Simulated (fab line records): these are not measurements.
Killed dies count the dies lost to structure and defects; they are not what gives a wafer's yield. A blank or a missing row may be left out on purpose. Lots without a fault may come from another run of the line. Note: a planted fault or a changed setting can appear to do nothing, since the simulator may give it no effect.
fab line records	flow n5_finfet
record lots=24	wafers=72	last_day=18
route steps=1938 shown BEOL_M4@1040
lots that met no fault: taken from a fault-free run of the same line
start_h: start of the lot's first displayed wafer, in hours after the record's first day	wait_h: hours from the lot's prior step to this one	" repeats the value in the row above	L1.1+2: a single row standing in for several wafers	- either no value or no given start	* or withheld: withheld	< > ~ a bound
route shown NAME@n: names a module that has steps shown in the file, with the first one's number in the route	usual: the fault-free wafers' mean and standard deviation	same: alike in all rows	chamber/n: place in a boat	sites: the reading at each site	_std_site: standard deviation of those values	_edge_site: inner sites' mean taken away from outer sites' mean	radius_mm: how far each site lies from the wafer's centre	mask NAME#n: copy n	behind: the most recent tool/chamber to have shaped the wafer	hold: why the lot was held/for how many hours/how that ended	device: names the non-switching transistor (n, p or np)	end of line: the same wafers' tests at the end of the route	a step without rows: its recipe alone	killed: count of dies lost to structure and defects at first sort (not the wafer's yield)	map: per-die view of a wafer (x killed, . not killed, _ where there is no die)
set.NAME: setting as actually run; set.NAME@STEP: the setting as run at that earlier step	model.NAME: the simulator's own value behind a step, which no gauge read
the route's steps for a sample of lots (tables are steps, rows are wafers)
services: a tool's chamber out of use, with start hour (start_h, from the record's first day; less than 0 if before it), hours out, and reason
## steps
# step N5_BEOL_M4_ETCH_64
# recipe chemistry=N2/H2	target=SOC	target_depth_a=750	overetch_a=225	mask_material=SiARC	temp_c=40	time_s=121.9	ion_energy_ev=200	pressure_mtorr=30	source_w=840	bias_w=150	n2_flow_sccm=200	h2_flow_sccm=200
# usual drypump_motor_current_A=5.5/0.43	oes_product_au=0.62/0.056	rf_vpp_V=524.6/1.9	showerhead_plenum_p_Torr=2.56/0.068	throttle_valve_pct=17.59/0.18
lot.wafer	tool	chamber	start_h	wait_h	drypump_motor_current_A	oes_product_au	rf_hours_counter_h	rf_vpp_V	showerhead_plenum_p_Torr	throttle_valve_pct
L074.1	rie_diel-01	0	154.82	0.0	5.7	0.56	167	526.1	2.65	17.66
L074.2	"	3	"	"	4.8	0.60	86	523.6	2.57	17.51
L074.5	"	3	"	"	4.8	0.60	-	524.2	2.57	17.50
L075.3	rie_diel-02	0	159.27	0.0	6.2	0.71	11	523.0	2.48	17.78
L075.4	"	2	"	"	6.2	0.69	18	522.5	2.50	17.31
L075.5	"	3	"	"	6.1	0.55	-	523.7	2.50	17.84
L076.1	rie_diel-01	2	160.73	0.0	5.6	0.69	20	525.9	2.59	17.63
L076.2	"	3	"	"	4.8	0.60	88	524.2	2.57	17.50
L076.3	"	0	"	"	5.6	0.55	169	526.1	2.64	17.64
L077.3	rie_diel-02	0	169.47	0.0	6.2	0.70	14	523.6	2.47	17.80
L077.4	"	1	"	"	5.4	0.62	75	521.2	2.47	17.45
L077.5	"	0	"	"	6.2	0.70	-	523.4	2.47	17.79
L079.2	rie_diel-01	0	180.07	0.0	5.7	0.55	176	527.4	2.64	17.66
L079.3	"	1	"	"	5.5	0.69	9	525.7	2.59	17.23
L079.4	"	2	"	"	5.6	0.68	26	523.6	2.59	17.63
L078.1	rie_diel-01	2	186.64	0.0	5.6	0.67	29	525.3	2.59	17.65
L078.3	"	1	"	"	5.6	0.69	12	526.7	2.59	17.23
L078.4	"	3	"	"	4.8	0.59	97	524.7	2.57	17.53
L080.2	rie_diel-01	1	193.04	0.0	5.5	0.69	14	526.5	2.59	17.26
L080.3	"	0	"	"	5.6	0.55	181	527.0	2.64	17.67
L080.4	"	2	"	"	5.6	0.67	32	526.3	2.59	17.65
L081.1	rie_diel-01	0	199.26	0.0	5.7	0.55	184	525.6	2.64	17.69
L081.3	"	1	"	"	5.5	0.69	16	525.5	2.59	17.27
L081.6	"	1	"	"	5.5	0.68	-	526.9	2.59	17.27
L082.1	rie_diel-01	3	206.42	0.0	4.8	0.59	105	522.0	2.56	17.53
L082.3	"	0	"	"	5.7	0.55	187	528.2	2.64	17.68
L082.4	"	1	"	"	5.5	0.69	20	525.8	2.59	17.27
L083.2	rie_diel-01	3	213.91	0.0	4.8	0.58	107	524.3	2.56	17.53
L083.3	"	1	"	"	5.5	0.67	22	524.1	2.58	17.27
L083.6	"	0	"	"	5.6	0.54	-	527.1	2.64	17.69
L084.3	rie_diel-04	2	219.04	0.0	5.0	0.63	69	526.4	2.59	17.72
L084.5	"	1	"	"	5.2	0.67	-	527.8	2.73	17.68
L084.6	"	2	"	"	5.0	0.63	-	523.8	2.59	17.73
L085.1	rie_diel-01	0	219.26	0.0	5.7	0.55	191	524.9	2.64	17.67
L085.2	"	1	"	"	5.5	0.68	24	524.7	2.58	17.29
L085.6	"	2	"	"	5.6	0.66	-	524.5	2.58	17.66
L086.3	rie_diel-04	0	232.14	0.0	5.9	0.67	17	523.6	2.47	17.60
L086.4	"	2	"	"	5.0	0.62	73	524.5	2.59	17.73
L086.5	"	0	"	"	5.9	0.68	-	522.7	2.47	17.59
L087.3	rie_diel-01	3	250.57	0.0	4.8	0.57	121	524.5	2.56	17.57
L087.4	"	1	"	"	5.6	0.67	35	525.8	2.58	17.30
L087.5	"	3	"	"	4.8	0.58	-	524.3	2.56	17.55
L088.1	rie_diel-04	3	251.58	0.0	5.6	0.70	16	525.8	2.60	17.67
L088.2	"	0	"	"	5.9	0.67	23	522.3	2.47	17.60
L088.5	"	2	"	"	5.0	0.61	-	525.0	2.58	17.76
L090.4	rie_diel-01	0	265.43	0.0	5.7	0.54	207	526.6	2.63	17.71
L090.5	"	2	"	"	5.6	0.64	-	524.1	2.58	17.70
L090.6	"	1	"	"	5.6	0.65	-	525.9	2.58	17.30
L089.2	rie_diel-01	3	266.45	0.0	4.8	0.57	126	523.5	2.55	17.58
L089.5	"	3	"	"	4.8	0.57	-	523.3	2.55	17.57
L089.6	"	0	"	"	5.7	0.54	-	525.9	2.63	17.71
L091.1	rie_diel-02	1	269.88	0.0	5.4	0.59	107	520.6	2.45	17.52
L091.3	"	2	"	"	6.2	0.64	52	522.8	2.48	17.38
L091.6	"	1	"	"	5.4	0.60	-	520.4	2.45	17.50
L092.1	rie_diel-01	0	270.51	0.0	5.7	0.54	210	526.0	2.63	17.73
L092.2	"	2	"	"	5.6	0.63	61	524.6	2.58	17.69
L092.5	"	0	"	"	5.7	0.54	-	525.2	2.63	17.72
L094.2	rie_diel-02	2	272.37	0.0	6.2	0.64	53	521.9	2.48	17.37
L094.3	"	1	"	"	5.4	0.59	108	522.0	2.45	17.50
L094.4	"	0	"	"	6.3	0.64	49	523.0	2.46	17.86
L093.1	rie_diel-01	1	276.48	0.0	5.6	0.65	46	525.0	2.57	17.31
L093.4	"	2	"	"	5.6	0.64	64	523.4	2.57	17.70
L093.5	"	2	"	"	5.6	0.63	-	525.9	2.57	17.71
L095.4	rie_diel-02	0	280.31	0.0	6.2	0.65	52	523.6	2.46	17.86
L095.5	"	3	"	"	6.1	0.52	-	523.5	2.48	17.94
L095.6	"	0	"	"	6.2	0.65	-	522.0	2.46	17.86
L096.1	rie_diel-04	3	311.55	0.0	5.6	0.70	23	526.0	2.60	17.65
L096.3	"	1	"	"	5.2	0.64	62	528.9	2.71	17.73
L096.5	"	1	"	"	5.2	0.65	-	526.6	2.71	17.72
L097.2	rie_diel-02	3	313.42	0.0	6.1	0.52	244	521.9	2.48	17.95
L097.4	"	1	"	"	5.4	0.58	123	522.0	2.45	17.53
L097.5	"	2	"	"	6.1	0.63	-	521.7	2.48	17.40
# step N5_BEOL_M4_CD_MEAS_18
# recipe pitch_nm=36	target_cd_nm=18
# usual cd_nm=18.0/0.43
lot.wafer	tool	chamber	start_h	wait_h	cd_nm
L074.1	cd_sem-03	-	155.17	0.0	17.5
L074.2	"	-	"	"	17.7
L074.5	"	-	"	"	17.5
L075.3	cd_sem-02	-	159.85	0.1	17.5
L075.4	"	-	"	"	18.0
L075.5	"	-	"	"	17.2
L076.1	cd_sem-03	-	161.09	0.0	18.8
L076.2	"	-	"	"	17.6
L076.3	"	-	"	"	18.2
L077.3	cd_sem-03	-	169.83	0.1	18.0
L077.4	"	-	"	"	18.1
L077.5	"	-	"	"	18.4
L079.2	cd_sem-01	-	180.46	0.1	17.6
L079.3	"	-	"	"	18.4
L079.4	"	-	"	"	18.0
L078.1	cd_sem-01	-	187.10	0.0	17.5
L078.3	"	-	"	"	18.2
L078.4	"	-	"	"	17.8
L080.2	cd_sem-03	-	193.40	0.1	19.0
L080.3	"	-	"	"	17.7
L080.4	"	-	"	"	18.0
L081.1	cd_sem-03	-	199.62	0.0	17.7
L081.3	"	-	"	"	17.7
L081.6	"	-	"	"	18.1
L082.1	cd_sem-01	-	206.79	0.0	17.9
L082.3	"	-	"	"	17.9
L082.4	"	-	"	"	18.1
L083.2	cd_sem-02	-	214.26	0.1	17.9
L083.3	"	-	"	"	18.5
L083.6	"	-	"	"	17.9
L084.3	cd_sem-02	-	219.48	0.1	18.0
L084.5	"	-	"	"	18.8
L084.6	"	-	"	"	17.9
L085.1	cd_sem-01	-	219.62	0.0	18.0
L085.2	"	-	"	"	18.0
L085.6	"	-	"	"	17.8
L086.3	cd_sem-02	-	232.57	0.1	18.4
L086.4	"	-	"	"	18.1
L086.5	"	-	"	"	18.4
L087.3	cd_sem-01	-	250.93	0.1	17.8
L087.4	"	-	"	"	18.3
L087.5	"	-	"	"	18.3
L088.1	cd_sem-03	-	251.93	0.0	17.7
L088.2	"	-	"	"	17.7
L088.5	"	-	"	"	17.8
L090.4	cd_sem-02	-	266.06	0.1	18.7
L090.5	"	-	"	"	18.4
L090.6	"	-	"	"	18.5
L089.2	cd_sem-02	-	266.82	0.1	18.6
L089.5	"	-	"	"	18.7
L089.6	"	-	"	"	18.1
L091.1	cd_sem-03	-	270.46	0.0	18.1
L091.3	"	-	"	"	17.8
L091.6	"	-	"	"	18.8
L092.1	cd_sem-01	-	271.15	0.0	17.6
L092.2	"	-	"	"	18.1
L092.5	"	-	"	"	18.3
L094.2	cd_sem-03	-	272.94	0.1	18.0
L094.3	"	-	"	"	18.8
L094.4	"	-	"	"	18.0
L093.1	cd_sem-02	-	277.10	0.0	18.9
L093.4	"	-	"	"	18.2
L093.5	"	-	"	"	18.4
L095.4	cd_sem-02	-	280.80	0.0	17.7
L095.5	"	-	"	"	17.3
L095.6	"	-	"	"	18.1
L096.1	cd_sem-01	-	311.95	0.0	18.4
L096.3	"	-	"	"	18.3
L096.5	"	-	"	"	18.8
L097.2	cd_sem-03	-	313.83	0.1	17.6
L097.4	"	-	"	"	18.2
L097.5	"	-	"	"	17.7
# step N5_BEOL_M4_INSPECT_30
# recipe mode=adi	inspect_instrument=brightfield
# usual raw_defect_count=414/85
lot.wafer	tool	chamber	start_h	wait_h	raw_defect_count
L074.1	defect_inspect-01	-	155.71	0.1	373
L074.2	"	-	"	"	338
L074.5	"	-	"	"	381
L075.3	defect_inspect-01	-	160.26	0.0	357
L075.4	"	-	"	"	261
L075.5	"	-	"	"	298
L076.1	defect_inspect-02	-	161.49	0.1	390
L076.2	"	-	"	"	379
L076.3	"	-	"	"	510
L077.3	defect_inspect-02	-	170.36	0.0	300
L077.4	"	-	"	"	340
L077.5	"	-	"	"	464
L079.2	defect_inspect-01	-	180.87	0.0	460
L079.3	"	-	"	"	493
L079.4	"	-	"	"	384
L078.1	defect_inspect-02	-	187.63	0.1	399
L078.3	"	-	"	"	463
L078.4	"	-	"	"	466
L080.2	defect_inspect-01	-	193.93	0.0	562
L080.3	"	-	"	"	354
L080.4	"	-	"	"	429
L081.1	defect_inspect-02	-	200.03	0.1	546
L081.3	"	-	"	"	460
L081.6	"	-	"	"	584
L082.1	defect_inspect-01	-	207.20	0.1	462
L082.3	"	-	"	"	367
L082.4	"	-	"	"	389
L083.2	defect_inspect-02	-	214.67	0.0	526
L083.3	"	-	"	"	497
L083.6	"	-	"	"	585
L084.3	defect_inspect-02	-	220.01	0.0	358
L084.5	"	-	"	"	376
L084.6	"	-	"	"	392
L085.1	defect_inspect-01	-	220.19	0.1	339
L085.2	"	-	"	"	512
L085.6	"	-	"	"	377
L086.3	defect_inspect-01	-	232.97	0.0	400
L086.4	"	-	"	"	479
L086.5	"	-	"	"	349
L087.3	defect_inspect-02	-	251.46	0.0	396
L087.4	"	-	"	"	314
L087.5	"	-	"	"	358
L088.1	defect_inspect-02	-	252.34	0.1	386
L088.2	"	-	"	"	335
L088.5	"	-	"	"	425
L090.4	defect_inspect-02	-	266.59	0.0	403
L090.5	"	-	"	"	581
L090.6	"	-	"	"	554
L089.2	defect_inspect-02	-	267.27	0.0	394
L089.5	"	-	"	"	389
L089.6	"	-	"	"	272
L091.1	defect_inspect-02	-	270.87	0.1	505
L091.3	"	-	"	"	465
L091.6	"	-	"	"	483
L092.1	defect_inspect-02	-	271.77	0.3	452
L092.2	"	-	"	"	311
L092.5	"	-	"	"	440
L094.2	defect_inspect-02	-	273.49	0.1	451
L094.3	"	-	"	"	328
L094.4	"	-	"	"	465
L093.1	defect_inspect-02	-	277.63	0.1	379
L093.4	"	-	"	"	389
L093.5	"	-	"	"	389
L095.4	defect_inspect-02	-	281.33	0.0	404
L095.5	"	-	"	"	292
L095.6	"	-	"	"	315
L096.1	defect_inspect-02	-	312.35	0.1	494
L096.3	"	-	"	"	501
L096.5	"	-	"	"	495
L097.2	defect_inspect-02	-	314.37	0.0	348
L097.4	"	-	"	"	347
L097.5	"	-	"	"	334
# step N5_BEOL_M4_SURFACE_TREAT_85
# recipe gas=Ar	time_s=*	ion_energy_ev=*	ion_current_ma_cm2=0.5	pressure_mtorr=*	ar_flow_sccm=30
# usual throttle_valve_pct=*
lot.wafer	tool	chamber	start_h	wait_h	throttle_valve_pct
L074.1	pvd_sputter-03	-	158.31	0.2	*
L074.2	"	-	"	"	*
L074.5	"	-	"	"	*
L075.3	pvd_sputter-01	-	164.06	0.3	*
L075.4	"	-	"	"	*
L075.5	"	-	"	"	*
L076.1	pvd_sputter-01	-	164.14	0.3	*
L076.2	"	-	"	"	*
L076.3	"	-	"	"	*
L077.3	pvd_sputter-03	-	172.44	0.2	*
L077.4	"	-	"	"	*
L077.5	"	-	"	"	*
L079.2	pvd_sputter-01	-	185.93	0.2	*
L079.3	"	-	"	"	*
L079.4	"	-	"	"	*
L078.1	pvd_sputter-02	-	189.38	0.1	*
L078.3	"	-	"	"	*
L078.4	"	-	"	"	*
L080.2	pvd_sputter-03	-	196.91	0.4	*
L080.3	"	-	"	"	*
L080.4	"	-	"	"	*
L081.1	pvd_sputter-02	-	209.14	0.1	*
L081.3	"	-	"	"	*
L081.6	"	-	"	"	*
L082.1	pvd_sputter-02	-	214.97	0.1	*
L082.3	"	-	"	"	*
L082.4	"	-	"	"	*
L083.2	pvd_sputter-03	-	219.39	0.4	*
L083.3	"	-	"	"	*
L083.6	"	-	"	"	*
L084.3	pvd_sputter-03	-	222.27	0.3	*
L084.5	"	-	"	"	*
L084.6	"	-	"	"	*
L085.1	pvd_sputter-01	-	226.92	0.1	*
L085.2	"	-	"	"	*
L085.6	"	-	"	"	*
L086.3	pvd_sputter-01	-	244.85	0.4	*
L086.4	"	-	"	"	*
L086.5	"	-	"	"	*
L087.3	pvd_sputter-03	-	253.12	0.2	*
L087.4	"	-	"	"	*
L087.5	"	-	"	"	*
L088.1	pvd_sputter-02	-	253.72	0.2	*
L088.2	"	-	"	"	*
L088.5	"	-	"	"	*
L090.4	pvd_sputter-02	-	268.83	0.2	*
L090.5	"	-	"	"	*
L090.6	"	-	"	"	*
L089.2	pvd_sputter-01	-	270.97	0.1	*
L089.5	"	-	"	"	*
L089.6	"	-	"	"	*
L091.1	pvd_sputter-03	-	276.89	0.1	*
L091.3	"	-	"	"	*
L091.6	"	-	"	"	*
L092.1	pvd_sputter-03	-	280.12	0.4	*
L092.2	"	-	"	"	*
L092.5	"	-	"	"	*
L094.2	pvd_sputter-03	-	280.16	0.3	*
L094.3	"	-	"	"	*
L094.4	"	-	"	"	*
L095.4	pvd_sputter-01	-	285.64	0.2	*
L095.5	"	-	"	"	*
L095.6	"	-	"	"	*
L093.1	pvd_sputter-02	-	285.82	0.2	*
L093.4	"	-	"	"	*
L093.5	"	-	"	"	*
L096.1	pvd_sputter-02	-	313.86	0.1	*
L096.3	"	-	"	"	*
L096.5	"	-	"	"	*
L097.2	pvd_sputter-03	-	317.77	1.2	*
L097.4	"	-	"	"	*
L097.5	"	-	"	"	*
# step N5_BEOL_M4_ANNEAL_49
# recipe temp_c=400	time_s=240	ambient=vacuum
# usual heater_power_w=830/90
lot.wafer	tool	chamber	start_h	wait_h	heater_power_w
L074.1	pvd_sputter-02	-	158.63	0.0	856
L074.2	"	-	"	"	803
L074.5	"	-	"	"	791
L075.3	pvd_sputter-01	-	164.44	0.0	812
L075.4	"	-	"	"	800
L075.5	"	-	"	"	765
L076.1	pvd_sputter-01	-	166.28	0.0	778
L076.2	"	-	"	"	944
L076.3	"	-	"	"	800
L077.3	pvd_sputter-01	-	172.82	0.0	726
L077.4	"	-	"	"	780
L077.5	"	-	"	"	776
L079.2	pvd_sputter-02	-	186.40	0.0	834
L079.3	"	-	"	"	794
L079.4	"	-	"	"	797
L078.1	pvd_sputter-01	-	189.95	0.0	734
L078.3	"	-	"	"	947
L078.4	"	-	"	"	798
L080.2	pvd_sputter-01	-	197.62	0.0	979
L080.3	"	-	"	"	772
L080.4	"	-	"	"	767
L081.1	pvd_sputter-03	-	211.07	0.0	1040
L081.3	"	-	"	"	821
L081.6	"	-	"	"	826
L082.1	pvd_sputter-02	-	215.28	0.0	899
L082.3	"	-	"	"	817
L082.4	"	-	"	"	839
L083.2	pvd_sputter-03	-	220.03	0.0	630
L083.3	"	-	"	"	812
L083.6	"	-	"	"	835
L084.3	pvd_sputter-02	-	224.06	0.0	867
L084.5	"	-	"	"	845
L084.6	"	-	"	"	866
L085.1	pvd_sputter-01	-	227.40	0.0	944
L085.2	"	-	"	"	738
L085.6	"	-	"	"	956
L086.3	pvd_sputter-01	-	245.29	0.0	736
L086.4	"	-	"	"	791
L086.5	"	-	"	"	724
L087.3	pvd_sputter-03	-	253.49	0.0	819
L087.4	"	-	"	"	632
L087.5	"	-	"	"	789
L088.1	pvd_sputter-02	-	254.03	0.0	839
L088.2	"	-	"	"	805
L088.5	"	-	"	"	875
L090.4	pvd_sputter-02	-	269.15	0.0	927
L090.5	"	-	"	"	850
L090.6	"	-	"	"	909
L089.2	pvd_sputter-01	-	271.27	0.0	752
L089.5	"	-	"	"	786
L089.6	"	-	"	"	792
L091.1	pvd_sputter-03	-	277.20	0.0	850
L091.3	"	-	"	"	1003
L091.6	"	-	"	"	1038
L092.1	pvd_sputter-01	-	282.09	0.0	799
L092.2	"	-	"	"	964
L092.5	"	-	"	"	939
L094.2	pvd_sputter-02	-	283.22	0.0	827
L094.3	"	-	"	"	811
L094.4	"	-	"	"	891
L095.4	pvd_sputter-03	-	286.12	0.0	1026
L095.5	"	-	"	"	831
L095.6	"	-	"	"	808
L093.1	pvd_sputter-01	-	286.66	0.0	793
L093.4	"	-	"	"	752
L093.5	"	-	"	"	802
L096.1	pvd_sputter-01	-	314.22	0.0	939
L096.3	"	-	"	"	754
L096.5	"	-	"	"	780
L097.2	pvd_sputter-03	-	318.15	0.0	828
L097.4	"	-	"	"	631
L097.5	"	-	"	"	1028
# step N5_BEOL_M4_SPUTTER_86
# recipe material=Cu	target_thk_a=45	temp_c=-20	chamber_pressure_pa=0.07	power_w=withheld	time_s=8.29
# usual throttle_valve_pct=29.3/0.83
lot.wafer	tool	chamber	start_h	wait_h	throttle_valve_pct
L074.1	pvd_sputter-02	-	159.21	0.1	30.1
L074.2	"	-	"	"	30.1
L074.5	"	-	"	"	30.1
L075.3	pvd_sputter-01	-	165.02	0.1	29.0
L075.4	"	-	"	"	29.6
L075.5	"	-	"	"	28.8
L076.1	pvd_sputter-01	-	166.86	0.1	29.7
L076.2	"	-	"	"	28.9
L076.3	"	-	"	"	28.8
L077.3	pvd_sputter-01	-	173.40	0.1	28.9
L077.4	"	-	"	"	29.8
L077.5	"	-	"	"	29.9
L079.2	pvd_sputter-02	-	186.98	0.1	29.8
L079.3	"	-	"	"	30.2
L079.4	"	-	"	"	31.7
L078.1	pvd_sputter-01	-	190.53	0.1	28.9
L078.3	"	-	"	"	28.6
L078.4	"	-	"	"	29.9
L080.2	pvd_sputter-01	-	198.20	0.1	28.8
L080.3	"	-	"	"	29.7
L080.4	"	-	"	"	29.1
L081.1	pvd_sputter-03	-	211.65	0.1	28.8
L081.3	"	-	"	"	29.4
L081.6	"	-	"	"	29.3
L082.1	pvd_sputter-02	-	215.86	0.1	29.0
L082.3	"	-	"	"	30.1
L082.4	"	-	"	"	31.6
L083.2	pvd_sputter-03	-	220.61	0.1	28.7
L083.3	"	-	"	"	29.3
L083.6	"	-	"	"	29.1
L084.3	pvd_sputter-02	-	224.64	0.1	29.0
L084.5	"	-	"	"	30.0
L084.6	"	-	"	"	29.1
L085.1	pvd_sputter-01	-	227.98	0.1	28.8
L085.2	"	-	"	"	28.8
L085.6	"	-	"	"	28.9
L086.3	pvd_sputter-01	-	245.87	0.1	28.6
L086.4	"	-	"	"	28.8
L086.5	"	-	"	"	29.0
L087.3	pvd_sputter-03	-	254.07	0.1	29.4
L087.4	"	-	"	"	28.5
L087.5	"	-	"	"	29.3
L088.1	pvd_sputter-02	-	254.61	0.1	29.8
L088.2	"	-	"	"	29.8
L088.5	"	-	"	"	29.0
L090.4	pvd_sputter-02	-	269.73	0.1	29.1
L090.5	"	-	"	"	29.8
L090.6	"	-	"	"	28.8
L089.2	pvd_sputter-01	-	271.85	0.1	28.9
L089.5	"	-	"	"	29.7
L089.6	"	-	"	"	28.5
L091.1	pvd_sputter-03	-	277.78	0.1	29.2
L091.3	"	-	"	"	28.5
L091.6	"	-	"	"	28.6
L092.1	pvd_sputter-01	-	282.72	0.1	28.6
L092.2	"	-	"	"	28.7
L092.5	"	-	"	"	28.8
L094.2	pvd_sputter-02	-	283.80	0.1	32.2
L094.3	"	-	"	"	30.3
L094.4	"	-	"	"	29.1
L095.4	pvd_sputter-03	-	286.70	0.1	28.8
L095.5	"	-	"	"	29.5
L095.6	"	-	"	"	29.0
L093.1	pvd_sputter-01	-	287.29	0.1	29.9
L093.4	"	-	"	"	28.8
L093.5	"	-	"	"	28.7
L096.1	pvd_sputter-01	-	314.80	0.1	29.0
L096.3	"	-	"	"	28.8
L096.5	"	-	"	"	29.7
L097.2	pvd_sputter-03	-	318.73	0.1	29.0
L097.4	"	-	"	"	28.5
L097.5	"	-	"	"	28.5
## services
tool	chamber	start_h	hours	kind
rie_diel-01	1	139.95	-	clean
rie_diel-01	1	139.95	-	consumable_replace:focus_ring
rie_diel-01	1	139.95	16.9	scheduled_down
rie_diel-01	1	139.95	16.9	vent_cycle
rie_diel-04	0	165.14	-	clean
rie_diel-04	0	165.14	-	consumable_replace:focus_ring
rie_diel-04	0	165.14	17.2	scheduled_down
rie_diel-04	0	165.14	17.2	vent_cycle
rie_diel-04	1	173.76	7.8	repair
pvd_sputter-02	-	174.82	1.6	repair
rie_diel-04	3	182.36	-	clean
rie_diel-04	3	182.36	-	consumable_replace:focus_ring
rie_diel-04	3	182.36	21.1	scheduled_down
rie_diel-04	3	182.36	21.1	vent_cycle
rie_diel-02	2	220.06	5.1	repair
rie_diel-02	-	236.00	4.0	repair
rie_diel-04	-	260.98	14.6	pm
rie_diel-04	3	277.80	22.7	repair
rie_diel-04	-	278.13	2.0	repair
## key
fault none
